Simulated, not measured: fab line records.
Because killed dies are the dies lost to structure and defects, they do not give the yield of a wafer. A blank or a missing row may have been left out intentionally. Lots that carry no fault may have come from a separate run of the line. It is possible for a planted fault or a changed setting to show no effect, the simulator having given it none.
fab line records	flow n5-finfet
record lots=5	wafers=15	last-day=17
route steps=1938 shown BEOL_M9@1437 BEOL_M10@1470 BEOL_M15@1830
lots that met no fault: from a run of the same line without faults
start-h: start of the lot's first displayed wafer, in hours after the record's first day	wait-h: time in hours since the lot's previous step	" as in the row above	L1.1+2: several wafers, shown together as one row	- no value, or no start was given	* or withheld: withheld	< > ~ a bound
route shown NAME@n: names a module that has steps shown in the file, with the first one's number in the route	usual: mean/standard deviation taken from wafers without a fault	same: alike in all rows	chamber/n: place in a boat	sites: each site's reading	_std_site: their standard deviation	_edge_site: outer sites' mean less inner sites'	radius-mm: how far each site lies from the wafer's centre	mask NAME#n: copy n	behind: the last tool/chamber to shape the wafer	hold: the reason the lot was held/the length of the hold in hours/how it ended	device: which transistor (n, p or np) failed to switch	end of line: tests run on the same wafers once the route is complete	where a step has no rows: the recipe by itself	killed: dies lost to structure and defects at the first sort, not the wafer's yield	map: a wafer's dies, marking killed ones x, the rest . and places with no die _
set.NAME: the setting the step ran with; set.NAME@STEP: the setting that earlier step ran with	model.NAME: the simulator's own value behind a step, which no gauge read
lots at some steps of the route; a table a step, a row a wafer
services: the hour from which a tool's chamber was out of use, counted from the record's first day as start-h (under 0 if before that day), plus the number of hours and why
## steps
# step N5_BEOL_M9_DESCUM_33
# recipe chemistry=O2	time-s=7	source-power-w=50	bias-power-w=20	pressure-mtorr=20	rf-frequency-hz=2.712e+07	temp-c=40	resist=CAR-EUV	o2-flow-sccm=225
# step N5_BEOL_M9_ETCH_76
# recipe chemistry=N2/H2	target=underlayer	target-depth-a=65	mask-material=CAR-EUV	time-s=5.2	ion-energy-ev=200	pressure-mtorr=30	source-w=840	bias-w=150	n2-flow-sccm=200	h2-flow-sccm=200	ends=cleared
# step N5_BEOL_M9_ETCH_65
# recipe chemistry=CF4	target=SiARC	target-depth-a=156	mask-material=CAR-EUV	time-s=26	ion-energy-ev=80	pressure-mtorr=40	source-w=545	bias-w=36	Ar_flow_sccm=100	cf4-flow-sccm=100	ends=cleared
# step N5_BEOL_M9_ETCH_66
# recipe chemistry=N2/H2	target=SOC	target-depth-a=800	overetch-a=160	mask-material=SiARC	temp-c=40	time-s=120	ion-energy-ev=200	pressure-mtorr=30	source-w=840	bias-w=150	n2-flow-sccm=200	h2-flow-sccm=200
# step N5_BEOL_M9_STRIP_69
# recipe chemistry=N2/H2	temp-c=40	n2-flow-sccm=200	h2-flow-sccm=200	rf-frequency-hz=6e+07
# step N5_BEOL_M9_STRIP_77
# recipe chemistry=N2/H2	temp-c=40	n2-flow-sccm=200	h2-flow-sccm=200	rf-frequency-hz=6e+07
# step N5_BEOL_M9_VIA_ETCH_34
# recipe chemistry=C4F6/O2	target=SiCOH_lowk	target-depth-a=1824	mask-material=SOC	taper-deg=4	time-s=68.4	ion-energy-ev=250	pressure-mtorr=30	source-w=345	bias-w=185	Ar_flow_sccm=300	C4F6_flow_sccm=10	O2_flow_sccm=10
# step N5_BEOL_M9_STRIP_73
# recipe chemistry=C4F6/O2	resist=SiARC	rf-frequency-hz=6e+07
# step N5_BEOL_M9_STRIP_36
# recipe chemistry=N2/H2	power-w=450	temp-c=40	pressure-mtorr=20	rf-frequency-hz=6e+07	overash-fraction=0.3	bias-power-w=7	h2-frac=0.5	n2-flow-sccm=200	h2-flow-sccm=200
# step N5_BEOL_M9_TRENCH_ETCH_37
# recipe chemistry=C4F6/O2	target-depth-a=1514.3	target=SiCOH_lowk	time-s=49	ion-energy-ev=250	pressure-mtorr=30	source-w=345	bias-w=185	Ar_flow_sccm=300	C4F6_flow_sccm=10	O2_flow_sccm=10
# usual drypump-motor-current-A=5.7/0.53	mfc-ar-sccm=300.1/0.89	oes_ar_750_au=0.77/0.099	oes_f_703_au=0.77/0.098	oes-product-au=0.77/0.1	rf-vpp-V=667/7.5	run-length-s=72.6/0.46	showerhead-plenum-p-Torr=2.84/0.085	throttle-valve-pct=20.98/0.26	time-s=49/0
lot.wafer	tool	chamber	start-h	wait-h	drypump-motor-current-A	mfc-ar-sccm	oes_ar_750_au	oes_f_703_au	oes-product-au	rf-hours-counter-h	rf-vpp-V	run-length-s	showerhead-plenum-p-Torr	throttle-valve-pct	time-s	model.BEOL_M9.feature-depth-nm	model.etch.depth-nm	model.TiN_of_BEOL_M9_HM_DEP_02.thk-nm
L676.2	rie-diel-02	1	230.02	-	5.9	299.1	0.92	0.91	0.92	24	672	71.7	3.03	20.62	49	153.6	153.6	16.2
L676.4	"	3	"	"	4.8	301.2	0.73	0.73	0.72	202	659	72.9	2.83	21.23	49	151	151.1	16.4
L676.6	"	3	"	"	4.8	300.6	0.73	0.74	0.72	-	662	72.6	2.83	21.22	49	150.6	150.7	16.2
L684.2	rie-diel-04	2	295.97	-	5.5	298.6	0.74	0.74	0.73	203	673	72.5	2.93	21.00	49	151.4	151.4	15.8
L684.3	"	1	"	"	6.6	300.3	0.74	0.75	0.73	197	652	71.9	2.72	21.12	49	149.6	149.6	16
L684.6	"	3	"	"	5.7	301.5	0.93	0.94	0.92	-	675	72.2	3.02	20.98	49	152.8	152.8	15.6
L690.2	rie-diel-05	2	319.73	-	5.5	300.4	0.87	0.87	0.87	29	657	61.3	2.78	20.57	34.3	106.8	106.8	16.8
L690.3	"	0	"	"	5.4	299.8	0.66	0.66	0.67	-	668	60.5	2.79	21.09	34.3	106	105.9	16.8
L690.6	"	2	"	"	5.5	300.0	0.87	0.86	0.87	-	658	61.4	2.78	20.56	34.3	107.2	107.3	17
L689.2	rie-diel-02	2	327.02	-	5.6	299.8	0.72	0.72	0.72	181	676	61.4	2.83	20.75	34.3	105.6	105.6	17.2
L689.3	"	0	"	"	6.0	301.1	0.95	0.95	0.97	2	664	60.8	2.80	21.02	34.3	108.2	108.2	17.2
L689.5	"	1	"	"	5.9	300.7	0.86	0.86	0.87	-	671	59.7	3.01	20.66	34.3	108	107.9	17.2
L691.2	rie-diel-05	1	342.00	-	6.7	300.0	0.67	0.68	0.68	256	674	60.9	2.79	21.24	34.3	107.6	107.6	17
L691.3	"	1	"	"	6.7	302.5	0.67	0.67	0.67	-	674	60.8	2.79	21.22	34.3	107	107	17
L691.6	"	2	"	"	5.5	300.8	0.85	0.85	0.86	-	658	61.4	2.78	20.58	34.3	107.2	107.2	17
# step N5_BEOL_M9_ETCH_41
# recipe chemistry=CH3F/O2	target=SiCN	target-depth-a=366	taper-deg=2	time-s=70.1	ion-energy-ev=120	mask-material=TiN	pressure-mtorr=30	source-w=395	bias-w=75	Ar_flow_sccm=150	CH3F_flow_sccm=30	O2_flow_sccm=20
# step N5_BEOL_M9_STRIP_80
# recipe chemistry=N2/H2	time-s=10	power-w=450	temp-c=40	pressure-mtorr=20	rf-frequency-hz=6e+07	bias-power-w=7	n2-flow-sccm=200	h2-flow-sccm=200
# step N5_BEOL_M9_OCD_MEAS_38
# usual trench-depth-nm=151.3/2.1
lot.wafer	tool	chamber	start-h	wait-h	trench-depth-nm
L676.2	ocd-01	-	230.20	-	153.9
L676.4	"	-	"	"	150.8
L676.6	"	-	"	"	150.2
L684.2	ocd-02	-	296.15	-	151.7
L684.3	"	-	"	"	150.0
L684.6	"	-	"	"	153.1
L690.2	ocd-01	-	319.98	-	106.8
L690.3	"	-	"	"	106.6
L690.6	"	-	"	"	107.1
L689.2	ocd-02	-	327.19	-	105.4
L689.3	"	-	"	"	108.3
L689.5	"	-	"	"	108.2
L691.2	ocd-01	-	342.25	-	107.7
L691.3	"	-	"	"	107.5
L691.6	"	-	"	"	107.5
# step N5_BEOL_M9_HM_STRIP_39
# recipe chemistry=peroxide-tin-strip	material=TiN	target-depth-a=250	temp-c=50	time-s=158
# step N5_BEOL_M9_SRD_40
# recipe time-s=30	temp-c=23	rinse-liquid=diw	dry=ipa-marangoni
# step N5_BEOL_M9_PRECLEAN_42
# recipe chemistry=residue-remover	time-s=60	temp-c=40
# step N5_BEOL_M9_SRD_43
# recipe time-s=30	temp-c=23	rinse-liquid=diw	dry=ipa-marangoni
# step N5_BEOL_M9_CURE_72
# recipe temp-c=370	time-s=120	ambient=DMADMS/He	material=SiCOH_lowk
# step N5_BEOL_M9_DEGAS_44
# recipe ambient=vacuum	temp-c=250	time-s=60
# step N5_BEOL_M9_PRE_CLEAN_45
# recipe gas=H2/He	time-s=30	temp-c=250
# step N5_BEOL_M9_ALD_74
# recipe material=TaN	target-thk-a=20	temp-c=275	ald-precursor-family=PDMAT	ald-co-reactant=NH3	pressure-torr=3	carrier-flow-sccm=1500	pulse-time-s=2	purge-time-s=3	co-reactant-purge-time-s=2	co-reactant-pulse-time-s=3	ald-cycles=40	precursor-vessel-temp-c=75	precursor-vessel-pressure-torr=26.25	precursor-vessel-carrier-sccm=1000
# step N5_BEOL_M9_SURFACE_TREAT_79
# recipe gas=Ar	time-s=*	ion-energy-ev=*	ion-current-ma-cm2=0.5	pressure-mtorr=*	ar-flow-sccm=30
# step N5_BEOL_M9_CVD_78
# recipe material=Co	target-thk-a=20	temp-c=withheld	precursor=CCTBA/H2	pressure-torr=30	time-s=138.9
# step N5_BEOL_M9_SPUTTER_48
# recipe material=Cu	target-thk-a=120	temp-c=-20	bias-v=60	power-w=26000	chamber-pressure-pa=0.13	time-s=2
# step N5_BEOL_M9_ECD_50
# recipe material=Cu	target-thk-a=3180
# step N5_BEOL_M9_ANNEAL_51
# recipe temp-c=225	time-s=90	ambient=N2
# step N5_BEOL_M9_CMP_52
# recipe stop-on=SiCOH_lowk	t-overpolish-s=7	down-force-psi=1	platen-rpm=50	clearing-platen-down-force-psi=1.5	clearing-platen-rpm=50	post-cmp-clean=cu-alkaline	target-thk-nm=140	clearing-platen-pad-velocity-m-s=0.99484	pad-velocity-m-s=0.99484
# usual motor-current-A=5.8/0.94
lot.wafer	tool	chamber	start-h	wait-h	motor-current-A	model.Cu_of_BEOL_M9_ECD_50.thk-nm
L676.2	cmp-03	2	233.35	0.3	4.7	141.6
L676.4	"	3	"	"	7.8	140.4
L676.6	"	0	"	"	4.5	140.2
L684.2	cmp-01	2	299.38	0.3	5.7	140.2
L684.3	"	3	"	"	6.5	140.8
L684.6	"	0	"	"	4.5	142.8
L690.3	cmp-03	3	323.27	0.2	7.5	95.6
L690.2	"	1	"	"	7.3	96.4
L690.6	"	3	"	"	7.6	97.6
L689.2	cmp-01	0	329.74	0.2	4.7	94
L689.3	"	2	"	"	6.2	96.4
L689.5	"	3	"	"	6.7	95.2
L691.2	cmp-02	1	345.40	0.3	6.9	96.6
L691.3	"	2	"	"	6.8	93.8
L691.6	"	0	"	"	5.1	93.8
# step N5_BEOL_M9_THK_MEAS_53
# recipe thk-meas-gauge=xrf	reads=Cu_of_BEOL_M9_ECD_50
# usual M9_THK=142.1/2.5
lot.wafer	tool	chamber	start-h	wait-h	M9_THK[nm]
L676.2	film-metro-02	-	233.57	-	142.9
L676.4	"	-	"	"	141.9
L676.6	"	-	"	"	141.4
L684.2	film-metro-01	-	299.60	-	143.3
L684.3	"	-	"	"	143.3
L684.6	"	-	"	"	146.5
L690.2	film-metro-02	-	323.57	-	96.9
L690.3	"	-	"	"	95.5
L690.6	"	-	"	"	98.3
L689.2	film-metro-02	-	330.00	-	94.6
L689.3	"	-	"	"	97.3
L689.5	"	-	"	"	95.6
L691.2	film-metro-02	-	345.62	-	98.5
L691.3	"	-	"	"	95.0
L691.6	"	-	"	"	94.8
# step N5_BEOL_M9_PRE_CLEAN_55
# recipe gas=NH3	time-s=15	temp-c=withheld	rf-power-w=300
# step N5_BEOL_M9_DEP_56
# recipe material=SiCN	target-thk-a=150	temp-c=withheld	precursor=3MS/NH3	pressure-torr=3	rf-w=202	time-s=26.5
# step N5_BEOL_M9_RS_MEAS_57
# recipe thk-meas-gauge=four-point-probe	reads=Cu_of_BEOL_M9_ECD_50+Co_of_BEOL_M9_CVD_78+TaN_of_BEOL_M9_ALD_74
# usual M9_RS=0.1503/0.0026
lot.wafer	tool	chamber	start-h	wait-h	M9_RS[ohm/sq]
L676.2	film-metro-02	-	233.70	0.1	0.1488
L676.4	"	-	"	"	0.1503
L676.6	"	-	"	"	0.1504
L684.2	film-metro-01	-	299.74	0.1	0.1504
L684.3	"	-	"	"	0.1499
L684.6	"	-	"	"	0.1475
L690.2	film-metro-02	-	323.70	0.1	0.2290
L690.3	"	-	"	"	0.2320
L690.6	"	-	"	"	0.2266
L689.2	film-metro-01	-	330.14	0.1	0.2360
L689.3	"	-	"	"	0.2291
L689.5	"	-	"	"	0.2325
L691.2	film-metro-02	-	345.76	0.1	0.2284
L691.3	"	-	"	"	0.2359
L691.6	"	-	"	"	0.2368
# step N5_BEOL_M10_ILD_DEP_00
# recipe material=SiCOH_lowk	target-thk-a=3085.1	temp-c=300	precursor=DEMS/porogen	pressure-torr=5	rf-w=500	time-s=58
# step N5_BEOL_M10_CURE_71
# recipe temp-c=385	time-s=240	ambient=He/Ar	material=SiCOH_lowk
# step N5_BEOL_M10_PECVD_70
# recipe material=SiO2	target-thk-a=200	temp-c=400	precursor=TEOS/O2	pressure-torr=5.5	rf-w=450	teos-flow-sccm=53.8	gas=O2	flow-sccm=3000	time-s=22.7
# step N5_BEOL_M10_HM_DEP_02
# recipe material=TiN	target-thk-a=200	temp-c=25	chamber-pressure-pa=0.49996
# step N5_BEOL_M10_COAT_59
# recipe resist=SOC	temp-c=250	time-s=60	spin-rpm=1500	resist-thk-nm=100
# step N5_BEOL_M15_RC_MEAS_101
# usual COMB_M10=1.5e-11/3.3e-12	COMB_M11=1.5e-11/3.1e-12	COMB_M11_max_site=2.1e-11/4.5e-12	COMB_M12=6.3e-12/1.5e-12	COMB_M13=4.6e-12/1.1e-12	COMB_M14=3.5e-12/1.1e-12	COMB_M15=2.4e-12/8.5e-13	COMB_M5=3.6e-11/6.3e-12	COMB_M6=2.5e-11/5.3e-12	COMB_M7=2.6e-11/4.8e-12	COMB_M7_max_site=3.7e-11/8.3e-12	COMB_M8=2.5e-11/5.5e-12	SERP_M10=3.06/0.06	SERP_M11=3.06/0.072	SERP_M12=0.639/0.013	SERP_M13=0.310/0.0053	SERP_M14=0.1604/0.0028	SERP_M5=38.8/1.5	SERP_M6=13.6/0.43	SERP_M7=13.8/0.5	SERP_M8=14.0/0.42	SERP_M9=3.06/0.069	SERP_M9_max_site=3.15/0.073
lot.wafer	tool	chamber	start-h	wait-h	COMB_M10[S/m]	COMB_M11[S/m]	COMB_M11_max_site[S/m]	COMB_M12[S/m]	COMB_M13[S/m]	COMB_M14[S/m]	COMB_M15[S/m]	COMB_M5[S/m]	COMB_M6[S/m]	COMB_M7[S/m]	COMB_M7_max_site[S/m]	COMB_M8[S/m]	SERP_M10[ohm/um]	SERP_M11[ohm/um]	SERP_M12[ohm/um]	SERP_M13[ohm/um]	SERP_M14[ohm/um]	SERP_M5[ohm/um]	SERP_M6[ohm/um]	SERP_M7[ohm/um]	SERP_M8[ohm/um]	SERP_M9[ohm/um]	SERP_M9_max_site[ohm/um]
L676.2	prober-01	0	278.07	0.2	1.1e-11	1.1e-11	1.4e-11	5e-12	4.2e-12	3.1e-12	2.1e-12	3.6e-11	2.6e-11	2.4e-11	3e-11	3.7e-11	3.05	3.02	0.627	0.310	0.1615	39.7	13.6	13.8	14.1	2.93	3.10
L676.4	"	0	"	"	1.3e-11	1.1e-11	1.4e-11	9.3e-12	3.9e-12	4e-12	2.2e-12	4.4e-11	2e-11	2.2e-11	3.8e-11	2.3e-11	3.22	3.09	0.638	0.304	0.1616	37.2	13.8	14.3	13.9	3.06	3.17
L676.6	"	0	"	"	1e-11	1.5e-11	2.3e-11	4.4e-12	4.2e-12	3.4e-12	2.2e-12	3.8e-11	2.5e-11	2.3e-11	4.5e-11	2.9e-11	3.14	2.96	0.643	0.310	0.1624	38.7	13.5	13.8	13.3	3.02	3.09
L684.2	prober-02	0	340.49	0.2	1.8e-11	1.4e-11	2.4e-11	5e-12	3.4e-12	2.8e-12	1.6e-12	4.5e-11	3.1e-11	2.1e-11	3.2e-11	2.4e-11	3.00	3.06	0.640	0.322	0.1586	37.9	13.8	13.4	14.0	3.08	3.15
L684.3	"	0	"	"	1.3e-11	2.2e-11	3.2e-11	6.7e-12	4e-12	3.2e-12	2.2e-12	3.4e-11	2.3e-11	2e-11	2.6e-11	1.8e-11	3.01	3.05	0.650	0.305	0.1567	38.7	12.7	14.6	13.7	2.98	3.09
L684.6	"	0	"	"	1.4e-11	1.9e-11	2.8e-11	6.1e-12	4.1e-12	2.2e-12	1.6e-12	3.2e-11	2.9e-11	3.4e-11	4.9e-11	3.5e-11	2.99	3.10	0.653	0.321	0.1567	38.4	14.6	13.4	13.6	2.96	3.04
L690.2	prober-01	0	367.41	0.2	2.4e-11	1.6e-11	2.4e-11	6.9e-12	5.3e-12	3e-12	3.5e-12	3.5e-11	2.2e-11	2.7e-11	3.1e-11	2.1e-11	3.06	3.00	0.643	0.317	0.1622	37.0	13.4	13.1	14.6	4.65	4.78
L690.3	"	0	"	"	1.6e-11	1.5e-11	2.3e-11	6.9e-12	4.6e-12	4.3e-12	3.3e-12	3.9e-11	3.2e-11	3.1e-11	4.8e-11	2.5e-11	3.00	3.20	0.671	0.307	0.1629	38.8	13.6	13.8	14.5	4.71	4.84
L690.6	"	0	"	"	1.6e-11	1.6e-11	2.1e-11	6.5e-12	5.7e-12	4.4e-12	3.3e-12	3.3e-11	2.3e-11	2.1e-11	2.9e-11	1.9e-11	3.06	3.00	0.647	0.315	0.1618	37.9	13.4	13.6	14.1	4.62	4.75
L689.2	prober-01	0	371.07	0.2	1.6e-11	1.7e-11	3e-11	7.8e-12	4.6e-12	2.7e-12	3.7e-12	3.8e-11	2.7e-11	2.9e-11	3.3e-11	2.1e-11	3.09	3.01	0.624	0.306	0.1645	39.8	13.8	14.4	13.7	4.78	4.87
L689.3	"	0	"	"	1.4e-11	1.5e-11	2e-11	9.5e-12	4.7e-12	2.5e-12	3.2e-12	3.5e-11	3.3e-11	3.7e-11	4.9e-11	1.7e-11	3.10	2.99	0.626	0.306	0.1664	38.5	13.9	14.3	13.3	4.80	4.87
L689.5	"	0	"	"	1.5e-11	2.1e-11	3.1e-11	8.2e-12	5.2e-12	3.7e-12	2.4e-12	4e-11	2.5e-11	2.5e-11	2.9e-11	2.7e-11	3.06	2.96	0.638	0.310	0.1671	40.0	14.1	14.4	13.7	4.69	4.90
L691.2	prober-02	0	392.08	0.2	1.6e-11	1.6e-11	2.5e-11	5.3e-12	4.4e-12	1.6e-12	2.5e-12	3.5e-11	3.5e-11	2.4e-11	4e-11	1.9e-11	2.98	3.18	0.642	0.311	0.1574	37.4	13.4	13.8	13.9	4.71	4.80
L691.3	"	0	"	"	1.5e-11	1.1e-11	1.6e-11	5.4e-12	6.6e-12	3.3e-12	2.3e-12	2.3e-11	3.1e-11	2.2e-11	2.7e-11	2.6e-11	3.06	3.13	0.638	0.307	0.1617	38.5	12.9	13.8	13.9	4.88	5.01
L691.6	"	0	"	"	1.3e-11	1.7e-11	2.9e-11	4.7e-12	4.5e-12	2.5e-12	2.1e-12	2.8e-11	2.8e-11	3.1e-11	4.1e-11	2.7e-11	3.09	3.12	0.623	0.312	0.1602	38.4	13.0	13.4	14.1	4.83	4.99
# sites SERP_M9 radius-mm=0,75,75,75,75,140,140,140,140
L676.2 2.84 2.93 2.93 2.87 2.90 3.08 3.07 3.10 3.10
L684.2 3.15 3.09 3.11 3.08 3.12 2.98 2.97 3.00 3.02
L690.2 4.65 4.71 4.64 4.65 4.62 4.75 4.65 4.76 4.78
L689.2 4.80 4.73 4.84 4.77 4.86 4.73 4.78 4.73 4.87
L691.2 4.52 4.73 4.64 4.63 4.79 4.80 4.71 4.64 4.79
## services
tool	chamber	start-h	hours	kind
rie-diel-02	2	206.69	6.6	repair
rie-diel-05	2	209.91	-	clean
rie-diel-05	2	209.91	-	consumable-replace:focus-ring
rie-diel-05	2	209.91	14.9	scheduled-down
rie-diel-05	2	209.91	14.9	vent-cycle
cmp-02	-	211.14	20.4	pm
cmp-01	-	223.63	1.2	repair
cmp-02	-	237.50	1.2	repair
cmp-02	-	244.44	0.2	repair
cmp-02	-	255.96	2.2	repair
cmp-03	-	256.25	2.7	repair
rie-diel-02	3	267.45	4.0	repair
cmp-02	-	271.97	4.0	pm
rie-diel-02	-	275.75	2.8	pm
cmp-01	-	291.37	5.3	repair
rie-diel-02	0	303.00	-	clean
rie-diel-02	0	303.00	-	consumable-replace:focus-ring
rie-diel-02	0	303.00	19.1	scheduled-down
rie-diel-02	0	303.00	19.1	vent-cycle
cmp-03	-	309.49	1.3	repair
cmp-01	-	314.33	3.1	pm
rie-diel-05	0	325.56	-	clean
rie-diel-05	0	325.56	-	consumable-replace:focus-ring
rie-diel-05	0	325.56	16.5	scheduled-down
## key
first-sign step=N5_BEOL_M9_TRENCH_ETCH_37	reading=time-s	direction=down	sigmas=99+	usual=*	struck=*
effect step=N5_BEOL_M9_TRENCH_ETCH_37	reading=run-length-s	direction=down	sigmas=25	usual=*	struck=*
effect step=N5_BEOL_M9_OCD_MEAS_38	reading=trench-depth-nm	direction=down	sigmas=21	usual=151.3	struck=107.2
effect step=N5_BEOL_M9_THK_MEAS_53	reading=M9_THK	direction=down	sigmas=19	usual=142.1	struck=96.3
effect step=N5_BEOL_M9_RS_MEAS_57	reading=M9_RS	direction=up	sigmas=32	usual=0.1503	struck=0.2318
effect step=N5_BEOL_M15_RC_MEAS_101	reading=SERP_M9	direction=up	sigmas=24	usual=3.06	struck=4.74
model-effect step=N5_BEOL_M9_TRENCH_ETCH_37	value=BEOL_M9.feature-depth-nm	without=153	struck=107.1
model-effect step=N5_BEOL_M9_CMP_52	value=Cu_of_BEOL_M9_ECD_50.thk-nm	without=141.4	struck=95.49
met-at N5_BEOL_M9_TRENCH_ETCH_37
struck-wafers L689.2,L689.3,L689.5,L690.2,L690.3,L690.6,L691.2,L691.3,L691.6
sort-left-out L689.2,L689.3,L689.5,L690.2,L690.3,L690.6,L691.2,L691.3,L691.6
onset-between 230.02 319.73
fault kind=recipe-version-skew	tool=rie-diel-02,rie-diel-04,rie-diel-05	chamber=-	onset-h=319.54	steps=N5_BEOL_M9_TRENCH_ETCH_37	wrong-recipe.time-s=*
# sort-left-out: the simulated sort isn't trusted on such a fault, so these wafers' sort isn't shown, and their yield isn't known
